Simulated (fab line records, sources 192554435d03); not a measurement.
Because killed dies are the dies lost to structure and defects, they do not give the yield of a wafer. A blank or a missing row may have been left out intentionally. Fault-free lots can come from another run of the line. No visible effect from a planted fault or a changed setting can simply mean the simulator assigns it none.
fab line records | flow n5Finfet | part 2 of 2: steps 20 to 27 of 27
record: lots: 5 wafers: 15 lastDay: 17
route steps=1938 shown TV_LITHO@1883 TV_OPEN@1887 PAD_METAL@1893 PASSIVATION@1897
lots that met no fault: from a run of the same line without faults
startH: hours from the record's first day to the start of the lot's first wafer shown | waitH: time in hours since the lot's previous step | " same as the row above | L1.1+2: several wafers, shown together as one row | - no value, or no start given | * or withheld: withheld | < > ~ a bound
route shown NAME@n: NAME is a module with steps in the file, n the number in the route of the first one | usual: the fault-free wafers' mean and standard deviation | same: alike in all rows | chamber/n: place in a boat | sites: readings site by site | _std_site: standard deviation of those values | _edge_site: outer sites' mean less inner sites' | radiusMm: how far each site lies from the wafer's centre | mask NAME#n: copy n | behind: the tool/chamber that last shaped the wafer | hold: why the lot was held/for how many hours/how that ended | device: the transistor (n, p or np) that didn't switch | end of line: the tests these same wafers got at the end of their route | a step with no rows: only its recipe | killed: the dies lost at the first sort to structure and to defects; this is not the yield of the wafer | map: shows each die of a wafer: x if killed, . if not, _ if none is there
set.NAME: the setting that was run; set.NAME@STEP: the one run at that earlier step | model.NAME: the simulator's own value behind a step, which no gauge read
lots seen at some steps along the route; tables by step, rows by wafer
services: the hour from which a tool's chamber was out of use, counted from the record's first day as startH (under 0 if before that day), plus the number of hours and why
== steps ==
step: N5_PASSIVATION_PEB_28
recipe: pebTempC: withheld pebTimeS: *
usual: exhaustPa: 45.0/1
same: pebTimeS: *
columns lot.wafer tool chamber startH waitH exhaustPa
L076.2 lithoTrack-04 0 295.09 0.0 43.6
L076.4 " 0 " " 44.0
L076.6 " 0 " " 42.4
L081.2 lithoTrack-02 0 314.23 0.0 44.9
L081.4 " 0 " " 43.6
L081.5 " 0 " " 46.0
L088.1 lithoTrack-03 0 368.21 0.1 45.0
L088.2 " 0 " " 44.2
L088.6 " 0 " " 45.8
L089.1 lithoTrack-03 0 369.38 0.1 44.7
L089.4 " 0 " " 45.5
L089.6 " 0 " " 44.8
L094.1 lithoTrack-04 0 405.96 0.1 45.8
L094.2 " 0 " " 45.9
L094.6 " 0 " " 46.1
step: N5_PASSIVATION_DEVELOP_29
recipe: developTimeS: 60 rinseLiquid: diw dry: airSpin devTempC: 21
usual: exhaustPa: 45.0/0.99
columns lot.wafer tool chamber startH waitH exhaustPa
L076.2 lithoTrack-04 0 - - 45.0
L076.4 " 0 " " 46.2
L076.6 " 0 " " 46.4
L081.2 lithoTrack-02 0 - - 46.2
L081.4 " 0 " " 45.6
L081.5 " 0 " " 44.9
L088.1 lithoTrack-03 0 - - 45.2
L088.2 " 0 " " 45.8
L088.6 " 0 " " 43.6
L089.1 lithoTrack-03 0 - - 45.6
L089.4 " 0 " " 44.0
L089.6 " 0 " " 43.5
L094.1 lithoTrack-04 0 - - 43.5
L094.2 " 0 " " 44.9
L094.6 " 0 " " 44.8
step: N5_PASSIVATION_HARDBAKE_31
recipe: tempC: 130 timeS: 120
usual: exhaustPa: 45.0/0.91
columns lot.wafer tool chamber startH waitH exhaustPa
L076.2 lithoTrack-04 0 - - 43.4
L076.4 " 0 " " 44.7
L076.6 " 0 " " 44.1
L081.2 lithoTrack-02 0 - - 45.6
L081.4 " 0 " " 45.6
L081.5 " 0 " " 45.7
L088.1 lithoTrack-03 0 - - 44.9
L088.2 " 0 " " 46.4
L088.6 " 0 " " 46.7
L089.1 lithoTrack-03 0 - - 45.9
L089.4 " 0 " " 45.3
L089.6 " 0 " " 44.7
L094.1 lithoTrack-04 0 - - 45.0
L094.2 " 0 " " 46.1
L094.6 " 0 " " 45.8
step: N5_PASSIVATION_CD_MEAS_30
recipe: targetCdNm: 4000 landingEnergyEv: 500 detector: seInlens polarity: opening
usual: cdNm: 4000/3.4
columns lot.wafer tool chamber startH waitH cdNm
L076.2 cdSem-03 0 295.21 - 4007
L076.4 " 0 " " 4003
L076.6 " 0 " " 4004
L081.2 cdSem-01 0 314.35 - 3994
L081.4 " 0 " " 3997
L081.5 " 0 " " 3997
L088.1 cdSem-02 0 368.34 - 4001
L088.2 " 0 " " 3999
L088.6 " 0 " " 4005
L089.1 cdSem-02 0 369.50 - 4001
L089.4 " 0 " " 4000
L089.6 " 0 " " 3999
L094.1 cdSem-03 0 406.08 - 4004
L094.2 " 0 " " 4004
L094.6 " 0 " " 4006
step: N5_PASSIVATION_OVL_MEAS_63
recipe: pointsPerWafer: 44
usual: PAD_OVL: -1/4.6
columns lot.wafer tool chamber startH waitH PAD_OVL[nm]
L076.2 overlay-02 0 295.24 0.0 6
L076.4 " 0 " " 3
L076.6 " 0 " " -2
L081.2 overlay-01 0 314.38 0.0 -14
L081.4 " 0 " " -11
L081.5 " 0 " " -10
L088.1 overlay-02 0 368.37 0.0 -4
L088.2 " 0 " " -3
L088.6 " 0 " " 0
L089.1 overlay-02 0 369.53 0.0 4
L089.4 " 0 " " -2
L089.6 " 0 " " 5
L094.1 overlay-01 0 406.11 0.0 -12
L094.2 " 0 " " -10
L094.6 " 0 " " -11
step: N5_PASSIVATION_INSPECT_64
recipe: mode: adi inspectInstrument: macro
usual: rawDefectCount: 2.1/1.5
columns lot.wafer tool chamber startH waitH rawDefectCount
L076.2 defectInspect-01 - 295.26 0.0 3
L076.4 " - " " 1
L076.6 " - " " 3
L081.2 defectInspect-01 - 314.40 0.0 2
L081.4 " - " " 3
L081.5 " - " " 2
L088.1 defectInspect-02 - 368.39 0.0 3
L088.2 " - " " 2
L088.6 " - " " 2
L089.1 defectInspect-02 - 369.56 0.0 1
L089.4 " - " " 5
L089.6 " - " " 2
L094.1 defectInspect-01 - 406.13 0.0 3
L094.2 " - " " 2
L094.6 " - " " 3
step: N5_PASSIVATION_DESCUM_32
recipe: chemistry: O2 timeS: 7.9 sourcePowerW: 50 biasPowerW: 20 pressureMtorr: 20 rfFrequencyHz: 2.712e+07 tempC: 40 o2FlowSccm: 225
usual: chamberPressureMTorr: 19.999/0.02 drypumpMotorCurrentA: 5.5/0.42 o2FlowSccm: 225.0/0.64 oesProductAu: 0.81/0.076 rfVppV: 243.8/1.5 showerheadPlenumPTorr: 2.13/0.079 throttleValvePct: 20.44/0.22
columns lot.wafer tool chamber startH waitH chamberPressureMTorr drypumpMotorCurrentA o2FlowSccm oesProductAu rfHoursCounterH rfVppV showerheadPlenumPTorr throttleValvePct
L076.2 rieDiel-01 2 296.70 1.4 19.889 5.9 225.4 0.89 44 244.5 2.26 20.75
L076.4 " 0 " " 20.014 5.8 226.0 0.85 54 243.5 2.13 20.50
L076.6 " 0 " " 19.974 5.8 224.7 0.85 - 242.6 2.13 20.53
L081.2 rieDiel-03 3 314.44 0.0 20.019 5.4 225.4 0.74 135 246.9 2.19 20.47
L081.4 " 1 " " 19.975 5.0 225.6 0.84 49 245.0 2.19 20.22
L081.5 " 1 " " 20.051 5.0 224.9 0.85 - 244.8 2.19 20.20
L088.1 rieDiel-05 3 368.42 0.0 19.998 6.3 224.2 0.83 79 242.8 2.06 20.11
L088.2 " 2 " " 19.993 5.7 224.6 0.95 18 241.6 2.05 20.49
L088.6 " 0 " " 19.986 4.7 225.9 0.80 - 242.2 2.12 20.23
L089.1 rieDiel-05 3 369.59 0.0 20.013 6.3 225.4 0.82 80 242.1 2.06 20.11
L089.4 " 1 " " 20.014 5.6 225.4 0.73 172 241.8 2.03 20.78
L089.6 " 0 " " 19.986 4.7 224.8 0.79 - 243.3 2.12 20.24
L094.1 rieDiel-05 0 406.39 0.3 20.004 4.7 224.2 0.78 110 244.1 2.11 20.26
L094.2 " 3 " " 19.983 6.3 225.2 0.81 93 242.5 2.05 20.13
L094.6 " 1 " " 20.048 5.6 226.0 0.72 - 241.4 2.02 20.80
step: N5_PASSIVATION_AL_ETCH_33
recipe: chemistry: Cl2/BCl3 targetDepthA: 28000 overEtchFrac: 0.15 Cl2_flow_sccm: 180 bcl3FlowSccm: 60 target: Al stopOn: TaN timeS: 466.7 ionEnergyEv: 100 pressureMtorr: 10 icpW: 900 biasW: 100
usual: chamberPressureMTorr: 10.001/0.0095 drypumpMotorCurrentA: 5.8/0.5 oesProductAu: 0.74/0.076 throttleValvePct: 34.3/0.43
columns lot.wafer tool chamber startH waitH chamberPressureMTorr drypumpMotorCurrentA oesProductAu rfHoursCounterH throttleValvePct
L076.2 rieMetal-03 1 296.78 0.1 10.009 5.4 0.77 21 34.5
L076.4 " 0 " " 10.004 5.9 0.58 - 35.4
L076.6 " 1 " " 10.006 5.4 0.75 - 34.5
L081.2 rieMetal-01 1 314.66 0.2 9.999 5.8 0.68 - 33.9
L081.4 " 1 " " 10.030 5.8 0.69 - 33.9
L081.5 " 1 " " 10.002 5.8 0.69 - 33.9
L088.1 rieMetal-02 1 368.51 0.1 10.001 6.2 0.78 11 34.1
L088.2 " 0 " " 10.002 6.5 0.76 13 34.4
L088.6 " 0 " " 9.999 6.5 0.76 - 34.4
L089.1 rieMetal-02 1 369.68 0.1 10.018 6.2 0.79 11 34.1
L089.4 " 1 " " 9.988 6.2 0.79 - 34.1
L089.6 " 0 " " 9.997 6.5 0.79 - 34.4
L094.1 rieMetal-03 1 406.47 0.1 10.012 5.4 0.74 33 34.5
L094.2 " 0 " " 10.012 5.9 0.82 5 34.8
L094.6 " 0 " " 10.011 5.9 0.82 - 34.8
== services ==
columns tool chamber startH hours kind
rieDiel-03 3 273.20 6.0 repair
rieMetal-02 - 279.08 0.3 repair
rieDiel-05 - 280.28 28.1 pm
wetBench-04 - 287.69 4.4 pm
krfScanner-02 - 290.67 3.6 pm
krfScanner-02 - 298.18 2.0 repair
rieDiel-06 2 299.45 8.1 repair
krfScanner-01 - 306.38 0.8 pm
rieMetal-01 0 310.11 4.5 repair
rieDiel-03 1 316.51 4.1 repair
pvdSputter-03 - 316.53 4.6 repair
krfScanner-02 - 323.12 0.8 pm
rieDiel-06 0 337.05 4.8 repair
rieDiel-03 2 343.20 4.2 repair
krfScanner-01 - 352.60 1.0 pm
wetBench-04 - 354.24 3.8 repair
pvdSputter-02 - 361.06 3.8 repair
rieDiel-04 3 361.23 - clean
rieDiel-04 3 361.23 - consumableReplace:focusRing
krfScanner-02 - 363.96 1.0 pm
krfScanner-01 - 384.15 1.3 pm
rieDiel-04 2 388.56 11.7 repair
rieDiel-03 0 396.55 16.0 repair
pvdSputter-01 - 402.82 1.1 repair
